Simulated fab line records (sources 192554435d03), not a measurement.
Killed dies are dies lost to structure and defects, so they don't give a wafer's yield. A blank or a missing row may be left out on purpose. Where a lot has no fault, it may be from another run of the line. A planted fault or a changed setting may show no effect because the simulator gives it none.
Which of the tools did it? + flow n5_finfet + 11 lots, 33 wafers sampled, at 2 steps of a route of 1938

== WHAT EACH GAUGE READ, for each wafer ==
N5_BEOL_M2_CD_MEAS_28: target cd 26.2 nm, target cd y 24.1 nm.
| lot  | measured     | on        | cd_nm (nm)        |
|------|--------------|-----------|-------------------|
| L075 | day 6 23:59  | cd_sem-03 | 26.19 26.09 26.17 |
| L077 | day 7 21:00  | cd_sem-03 | 26.22 26.54 26.18 |
| L078 | day 8 01:41  | cd_sem-01 | 26.14 26.53 26.02 |
| L082 | day 8 09:30  | cd_sem-01 | 26.20 26.22 26.44 |
| L084 | day 8 20:29  | cd_sem-03 | 26.00 25.97 26.13 |
| L087 | day 10 00:50 | cd_sem-02 | 25.69 26.39 26.02 |
| L089 | day 10 12:20 | cd_sem-01 | 26.64 26.25 26.09 |
| L091 | day 10 13:49 | cd_sem-02 | 26.42 26.02 26.36 |
| L093 | day 11 08:05 | cd_sem-02 | 26.19 26.80 26.58 |
| L095 | day 11 16:46 | cd_sem-03 | 26.26 26.66 25.92 |
| L097 | day 12 05:02 | cd_sem-03 | 26.16 26.00 25.79 |

== TOOL THAT RAN EACH LOT (tool first, then ch and the chambers of the sampled wafers, then the start) ==
| lot  | N5_BEOL_M2_ETCH_63                 |
|------|------------------------------------|
| L075 | rie_diel-05 ch 0,1,3, day 6 22:31  |
| L077 | rie_diel-06 ch 0,1,3, day 7 20:17  |
| L078 | rie_diel-06 ch 0,1,3, day 8 00:47  |
| L082 | rie_diel-03 ch 1,2,3, day 8 08:47  |
| L084 | rie_diel-03 ch 0,2,3, day 8 19:40  |
| L087 | rie_diel-05 ch 0,1,2, day 9 23:59  |
| L089 | rie_diel-03 ch 1,2,3, day 10 11:30 |
| L091 | rie_diel-05 ch 1,2, day 10 12:58   |
| L093 | rie_diel-06 ch 2,3, day 11 07:12   |
| L095 | rie_diel-05 ch 1,2, day 11 15:57   |
| L097 | rie_diel-05 ch 0,3, day 12 04:13   |
- N5_BEOL_M2_ETCH_63: etches SiARC in CF4, target depth 15.6 nm, time 26 s.

== THE ANSWER, worked out from the rows above alone ==
Rule: what is usual is taken from the lots themselves. The widest of any qualifying gaps counts: lots, ordered by their means at a reading, are off when they make up no more than a third of the lots, leave a main group of 4 or more, and stand apart from it by 3 or more times the standard deviation of that group's means. A main group is skipped when, at the precision printed for the reading in the tables above, its means are all equal. A lot without any number at a reading at which 4 lots or more have one is off too. Any other lot the step has rows for is counted as sound.
Across all readings shown, no lot is off: no conclusion can be drawn from this.

== WHAT WAS PUT IN BY THE SIMULATOR ==
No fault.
